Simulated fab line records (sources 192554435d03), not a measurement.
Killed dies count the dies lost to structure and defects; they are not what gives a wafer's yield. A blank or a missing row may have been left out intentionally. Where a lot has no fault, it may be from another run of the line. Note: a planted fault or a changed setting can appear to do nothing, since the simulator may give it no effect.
fab line records	flow n5_finfet
record: lots: 15	wafers: 45	last_day: 18
route steps=1938 shown MIM_TOP_LITHO@1850 MIM_BOT_LITHO@1865 TV_LITHO@1881 PAD_METAL@1893
lots that met no fault: taken from a fault-free run of the same line
start_h: start of the lot's first displayed wafer, in hours after the record's first day	wait_h: hours elapsed since this lot's preceding step	" unchanged from the row above	L1.1+2: a single row standing in for several wafers	- no value, or no start given	* or withheld: withheld	< > ~ a bound
route shown NAME@n: names a module that has steps shown in the file, with the first one's number in the route	usual: average and standard deviation across the fault-free wafers	same: alike in all rows	chamber/n: place in a boat	sites: the reading at each site	_std_site: the values' standard deviation	_edge_site: mean of outer sites minus mean of inner sites	radius_mm: how far each site lies from the wafer's centre	mask NAME#n: copy n	behind: the tool/chamber that last shaped the wafer	hold: cause of the lot's hold/its duration in hours/its outcome	device: the transistor (n, p or np) that didn't switch	end of line: at the end of the route, the tests of the same wafers	a step with no rows: only its recipe	killed: dies lost to structure and defects at the first sort, not the wafer's yield	map: a wafer's dies, marking killed ones x, the rest . and places with no die _
set.NAME: the setting as run; set.NAME@STEP: as run at that earlier step	model.NAME: the simulator's own value behind a step, which no gauge read
route steps across a sampled set of lots; one table per step, one row per wafer
services: the hour from which a tool's chamber was out of use, counted from the record's first day as start_h (under 0 if before that day), plus the number of hours and why
== steps ==
step: N5_MIM_TOP_LITHO_DESCUM_10
recipe: chemistry: O2	time_s: 7.9	source_power_w: 50	bias_power_w: 20	pressure_mtorr: 20	rf_frequency_hz: 2.712e+07	temp_c: 40	o2_flow_sccm: 225
usual: drypump_motor_current_A: 5.7/0.46	oes_product_au: 0.76/0.058	rf_vpp_V: 242.7/1.3	showerhead_plenum_p_Torr: 2.06/0.083	throttle_valve_pct: 20.43/0.12
same: time_s: 7.9
lot.wafer	tool	chamber	start_h	wait_h	drypump_motor_current_A	oes_product_au	rf_hours_counter_h	rf_vpp_V	showerhead_plenum_p_Torr	throttle_valve_pct
L182.1	rie_diel-02	2	278.11	0.0	5.7	0.84	81	242.5	2.01	20.47
L182.3	"	3	"	"	5.9	0.73	171	244.8	2.18	20.18
L182.5	"	1	"	"	6.1	0.74	-	242.1	1.98	20.46
L183.3	rie_diel-02	1	284.21	0.0	6.2	0.74	177	240.8	1.98	20.44
L183.5	"	1	"	"	6.1	0.74	-	240.9	1.98	20.46
L183.6	"	2	"	"	5.7	0.84	-	242.6	2.01	20.46
L185.3	rie_diel-02	3	286.54	0.0	5.9	0.74	172	245.5	2.18	20.20
L185.5	"	2	"	"	5.7	0.83	-	243.1	2.01	20.45
L185.6	"	1	"	"	6.1	0.73	-	240.7	1.98	20.45
L187.1	rie_diel-02	1	323.27	0.0	6.2	0.72	191	241.2	1.98	20.49
L187.2	"	3	"	"	5.9	0.72	184	244.2	2.18	20.20
L187.3	"	0	"	"	5.2	0.66	243	243.3	2.05	20.46
L189.4	rie_diel-01	1	332.49	0.0	5.0	0.83	52	244.7	2.23	20.54
L189.5	"	1	"	"	5.0	0.84	-	244.7	2.23	20.52
L189.6	"	2	"	"	5.6	0.74	-	241.8	2.09	20.51
L191.1	rie_diel-01	1	337.65	0.0	5.0	0.84	54	244.0	2.23	20.54
L191.4	"	2	"	"	5.7	0.73	174	244.1	2.09	20.50
L191.6	"	3	"	"	6.1	0.74	-	241.1	2.01	20.47
L190.3	rie_diel-02	2	344.30	0.1	5.7	0.81	100	241.8	2.00	20.48
L190.4	"	1	"	"	6.1	0.71	196	242.5	1.98	20.48
L190.6	"	0	"	"	5.3	0.66	-	241.9	2.05	20.47
L194.1	rie_diel-04	1	377.65	0.0	5.4	0.71	200	242.8	1.99	20.58
L194.4	"	2	"	"	4.7	0.80	110	244.0	2.10	20.22
L194.5	"	3	"	"	5.5	0.78	-	244.8	2.11	20.49
L195.1	rie_diel-04	3	378.95	0.0	5.5	0.79	112	243.0	2.11	20.48
L195.3	"	1	"	"	5.4	0.71	201	241.6	1.99	20.58
L195.6	"	1	"	"	5.4	0.71	-	241.0	1.99	20.58
L196.3	rie_diel-02	1	388.07	0.0	6.1	0.71	215	242.1	1.97	20.52
L196.4	"	3	"	"	5.9	0.71	-	244.5	2.17	20.24
L196.6	"	0	"	"	5.2	0.97	-	243.1	2.04	20.23
L197.2	rie_diel-01	3	388.54	0.0	6.2	0.73	185	242.6	2.00	20.48
L197.4	"	2	"	"	5.6	0.72	193	244.2	2.09	20.53
L197.6	"	0	"	"	6.2	0.76	-	242.5	2.00	20.45
L200.2	rie_diel-01	0	391.91	0.2	6.3	0.77	141	241.1	2.00	20.44
L200.4	"	3	"	"	6.2	0.73	186	241.2	2.00	20.50
L200.5	"	1	"	"	5.0	0.81	-	245.3	2.23	20.54
L199.1	rie_diel-01	2	423.04	0.0	5.6	0.72	205	242.2	2.08	20.55
L199.2	"	0	"	"	6.2	0.75	152	240.8	2.00	20.48
L199.5	"	2	"	"	5.6	0.72	-	243.4	2.08	20.55
L202.2	rie_diel-01	1	424.65	0.0	5.0	0.80	85	244.8	2.22	20.56
L202.3	"	2	"	"	5.6	0.72	206	243.2	2.08	20.55
L202.5	"	1	"	"	5.0	0.80	-	245.3	2.22	20.59
L204.2	rie_diel-01	3	425.10	0.3	6.2	0.72	198	242.5	2.00	20.52
L204.3	"	2	"	"	5.6	0.72	206	242.9	2.08	20.55
L204.5	"	1	"	"	5.0	0.80	-	245.1	2.22	20.59
step: N5_MIM_BOT_LITHO_DESCUM_10
recipe: chemistry: O2	time_s: 7.9	source_power_w: 50	bias_power_w: 20	pressure_mtorr: 20	rf_frequency_hz: 2.712e+07	temp_c: 40	o2_flow_sccm: 225
usual: drypump_motor_current_A: 5.7/0.46	oes_product_au: 0.77/0.066	rf_vpp_V: 242.8/1.4	showerhead_plenum_p_Torr: 2.07/0.083	throttle_valve_pct: 20.42/0.12
same: time_s: 7.9
lot.wafer	tool	chamber	start_h	wait_h	drypump_motor_current_A	oes_product_au	rf_hours_counter_h	rf_vpp_V	showerhead_plenum_p_Torr	throttle_valve_pct
L182.1	rie_diel-02	1	280.54	0.0	6.2	0.73	177	241.0	1.98	20.46
L182.3	"	2	"	"	5.7	0.84	81	241.1	2.01	20.45
L182.5	"	1	"	"	6.1	0.73	-	242.2	1.98	20.45
L183.3	rie_diel-01	0	285.04	0.0	6.2	0.79	104	243.0	2.01	20.41
L183.5	"	2	"	"	5.6	0.75	-	242.9	2.10	20.48
L183.6	"	3	"	"	6.2	0.75	-	241.2	2.01	20.46
L185.3	rie_diel-01	2	287.60	0.0	5.6	0.75	158	243.0	2.10	20.49
L185.5	"	0	"	"	6.2	0.79	-	242.5	2.01	20.40
L185.6	"	1	"	"	5.0	0.87	-	245.7	2.24	20.50
L187.1	rie_diel-04	3	324.16	0.0	5.5	0.79	96	243.2	2.11	20.47
L187.2	"	0	"	"	6.1	0.81	90	241.4	2.01	20.27
L187.3	"	2	"	"	4.7	0.82	95	242.8	2.11	20.19
L189.4	rie_diel-04	0	333.33	0.0	6.1	0.81	92	243.2	2.01	20.29
L189.5	"	3	"	"	5.5	0.80	-	243.6	2.11	20.46
L189.6	"	2	"	"	4.8	0.82	-	241.0	2.10	20.24
L191.1	rie_diel-01	2	338.51	0.0	5.7	0.74	174	244.3	2.09	20.50
L191.4	"	0	"	"	6.3	0.77	122	242.4	2.01	20.43
L191.6	"	2	"	"	5.6	0.73	-	242.1	2.09	20.49
L190.3	rie_diel-01	3	345.16	0.0	6.1	0.73	169	242.1	2.01	20.47
L190.4	"	0	"	"	6.2	0.78	124	241.4	2.01	20.42
L190.6	"	2	"	"	5.6	0.74	-	243.1	2.09	20.49
L194.1	rie_diel-01	0	378.51	0.0	6.2	0.76	137	242.2	2.00	20.44
L194.4	"	3	"	"	6.2	0.72	181	241.9	2.00	20.49
L194.5	"	0	"	"	6.2	0.76	-	241.3	2.00	20.45
L195.1	rie_diel-02	2	379.69	0.0	5.7	0.79	116	241.8	2.00	20.51
L195.3	"	3	"	"	5.9	0.70	205	243.7	2.17	20.23
L195.6	"	3	"	"	5.9	0.70	-	244.0	2.17	20.23
L196.3	rie_diel-02	1	388.93	0.0	6.2	0.69	215	241.1	1.97	20.51
L196.4	"	1	"	"	6.2	0.70	-	242.1	1.97	20.52
L196.6	"	3	"	"	5.9	0.70	-	244.5	2.17	20.26
L197.2	rie_diel-01	3	389.46	0.0	6.2	0.71	185	241.3	2.00	20.49
L197.4	"	0	"	"	6.2	0.75	140	241.5	2.00	20.46
L197.6	"	2	"	"	5.6	0.72	-	242.9	2.09	20.54
L200.2	rie_diel-01	0	392.66	0.0	6.2	0.76	141	242.6	2.00	20.46
L200.4	"	3	"	"	6.1	0.72	186	241.7	2.00	20.51
L200.5	"	2	"	"	5.6	0.73	-	243.2	2.09	20.53
L199.1	rie_diel-01	3	423.90	0.0	6.2	0.72	198	241.4	2.00	20.51
L199.2	"	1	"	"	5.0	0.81	84	244.6	2.22	20.58
L199.5	"	2	"	"	5.7	0.72	-	243.5	2.08	20.55
L202.2	rie_diel-02	1	425.52	0.0	6.1	0.70	232	240.3	1.96	20.52
L202.3	"	3	"	"	5.9	0.69	225	244.2	2.16	20.26
L202.5	"	3	"	"	5.9	0.70	-	244.4	2.16	20.26
L204.2	rie_diel-02	3	425.94	0.0	5.9	0.70	225	243.8	2.16	20.27
L204.3	"	1	"	"	6.1	0.70	232	241.4	1.96	20.53
L204.5	"	0	"	"	5.2	0.92	-	241.9	2.04	20.27
step: N5_PASSIVATION_DEVELOP_09
recipe: develop_time_s: 60	rinse_liquid: diw	dry: air_spin	dev_temp_c: 21
usual: chill_plate_temp_C: 22.98/0.12	develop_time_s: 60/0	exhaust_pa: 44.9/0.92
lot.wafer	tool	chamber	start_h	wait_h	chill_plate_temp_C	develop_time_s	exhaust_pa
L182.1	litho_track-03	0	281.70	-	22.82	60	45.9
L182.3	"	0	"	"	23.01	60	45.1
L182.5	"	0	"	"	23.06	60	44.8
L185.3	litho_track-03	0	290.15	-	23.09	60	45.2
L185.5	"	0	"	"	23.01	60	44.6
L185.6	"	0	"	"	22.94	60	44.3
L183.3	litho_track-05	0	290.43	-	22.95	60	45.2
L183.5	"	0	"	"	22.97	60	45.5
L183.6	"	0	"	"	23.02	60	45.2
L187.1	litho_track-03	-	330.31	-	-	-	-
L187.2	"	-	"	"	-	-	-
L187.3	"	-	"	"	-	-	-
L189.4	litho_track-05	-	341.27	-	-	-	-
L189.5	"	-	"	"	-	-	-
L189.6	"	-	"	"	-	-	-
L191.1	litho_track-03	-	342.70	-	-	-	-
L191.4	"	-	"	"	-	-	-
L191.6	"	-	"	"	-	-	-
L190.3	litho_track-05	0	348.28	-	23.11	60	45.7
L190.4	"	0	"	"	23.10	60	43.5
L190.6	"	0	"	"	23.27	60	44.5
L194.1	litho_track-04	0	381.23	-	22.96	60	45.6
L194.4	"	0	"	"	22.96	60	45.7
L194.5	"	0	"	"	22.98	60	45.5
L195.1	litho_track-03	0	382.00	-	23.07	60	43.7
L195.3	"	0	"	"	23.09	60	44.7
L195.6	"	0	"	"	22.99	60	46.2
L196.3	litho_track-04	0	390.62	-	22.81	60	45.2
L196.4	"	0	"	"	22.92	60	45.3
L196.6	"	0	"	"	22.85	60	45.0
L197.2	litho_track-03	0	390.89	-	22.80	60	45.8
L197.4	"	0	"	"	22.80	60	45.4
L197.6	"	0	"	"	22.85	60	46.3
L200.2	litho_track-05	0	394.25	-	23.05	60	44.4
L200.4	"	0	"	"	23.01	60	45.3
L200.5	"	0	"	"	23.08	60	44.6
L199.1	litho_track-05	0	425.22	-	22.99	60	43.6
L199.2	"	0	"	"	22.96	60	43.4
L199.5	"	0	"	"	23.00	60	44.9
L202.2	litho_track-05	0	428.11	-	22.71	60	44.3
L202.3	"	0	"	"	23.03	60	44.6
L202.5	"	0	"	"	22.86	60	46.4
L204.2	litho_track-04	0	429.49	-	22.89	60	46.4
L204.3	"	0	"	"	23.19	60	45.1
L204.5	"	0	"	"	22.88	60	45.8
step: N5_PASSIVATION_DEGAS_18
recipe: ambient: vacuum	temp_c: 300	time_s: 60
usual: heater_power_w: 458/40
same: time_s: 60
lot.wafer	tool	chamber	start_h	wait_h	heater_power_w
L182.1	pvd_sputter-01	-	290.10	4.0	488
L182.3	"	-	"	"	474
L182.5	"	-	"	"	416
L185.3	pvd_sputter-01	-	291.04	0.0	417
L185.5	"	-	"	"	422
L185.6	"	-	"	"	477
L183.3	pvd_sputter-03	-	291.29	0.0	439
L183.5	"	-	"	"	455
L183.6	"	-	"	"	420
L190.3	pvd_sputter-02	-	350.10	1.1	479
L190.4	"	-	"	"	445
L190.6	"	-	"	"	465
L194.1	pvd_sputter-01	-	382.66	0.6	466
L194.4	"	-	"	"	485
L194.5	"	-	"	"	447
L195.1	pvd_sputter-03	-	382.89	0.1	436
L195.3	"	-	"	"	493
L195.6	"	-	"	"	418
L196.3	pvd_sputter-01	-	391.62	0.2	429
L196.4	"	-	"	"	484
L196.6	"	-	"	"	437
L197.2	pvd_sputter-02	-	392.01	0.1	438
L197.4	"	-	"	"	464
L197.6	"	-	"	"	457
L200.2	pvd_sputter-03	-	395.18	0.1	417
L200.4	"	-	"	"	446
L200.5	"	-	"	"	437
L199.1	pvd_sputter-01	-	427.57	1.5	441
L199.2	"	-	"	"	426
L199.5	"	-	"	"	425
L202.2	pvd_sputter-01	-	429.81	0.9	421
L202.3	"	-	"	"	481
L202.5	"	-	"	"	408
L204.2	pvd_sputter-02	-	430.57	0.3	487
L204.3	"	-	"	"	390
L204.5	"	-	"	"	477
== services ==
tool	chamber	start_h	hours	kind
pvd_sputter-01	-	272.12	7.8	repair
rie_diel-04	1	279.28	15.5	repair
rie_diel-01	3	303.58	4.3	repair
rie_diel-04	1	320.36	8.2	repair
pvd_sputter-01	-	353.12	1.8	repair
rie_diel-02	0	353.56	-	clean
rie_diel-02	0	353.56	-	consumable_replace:focus_ring
rie_diel-02	0	353.56	21.8	scheduled_down
rie_diel-02	0	353.56	21.8	vent_cycle
rie_diel-04	-	354.93	2.8	pm
litho_track-03	-	364.35	-	consumable_replace:filter
rie_diel-02	2	384.68	51.3	repair
pvd_sputter-03	-	400.63	1.9	repair
rie_diel-01	3	425.38	4.0	repair
== key ==
first_sign: step: N5_PASSIVATION_DEVELOP_09	reading: tool_record	direction: missing
effect none on later readings
met_at N5_PASSIVATION_DEVELOP_09
struck_lots L187,L189,L191
later_rows_left_out L187.1,L187.2,L187.3,L189.4,L189.5,L189.6,L191.1,L191.4,L191.6
sort_left_out L187.1,L187.2,L187.3,L189.4,L189.5,L189.6,L191.1,L191.4,L191.6
not_acting_at N5_MIM_TOP_LITHO_DESCUM_10,N5_MIM_BOT_LITHO_DESCUM_10,N5_PASSIVATION_DEGAS_18
onset_between 290.43 330.31
fault: kind: skipped_step_whole	tool: litho_track-03,litho_track-05	chamber: -	onset_h: 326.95	steps: N5_PASSIVATION_DEVELOP_09	scope: struck_lots_only
sort_left_out: the simulated sort isn't trusted on such a fault, so these wafers' sort isn't shown, and their yield isn't known
later_rows_left_out: the simulator's readings of these wafers behind a module that went badly wrong aren't trusted and aren't shown, but for the sort
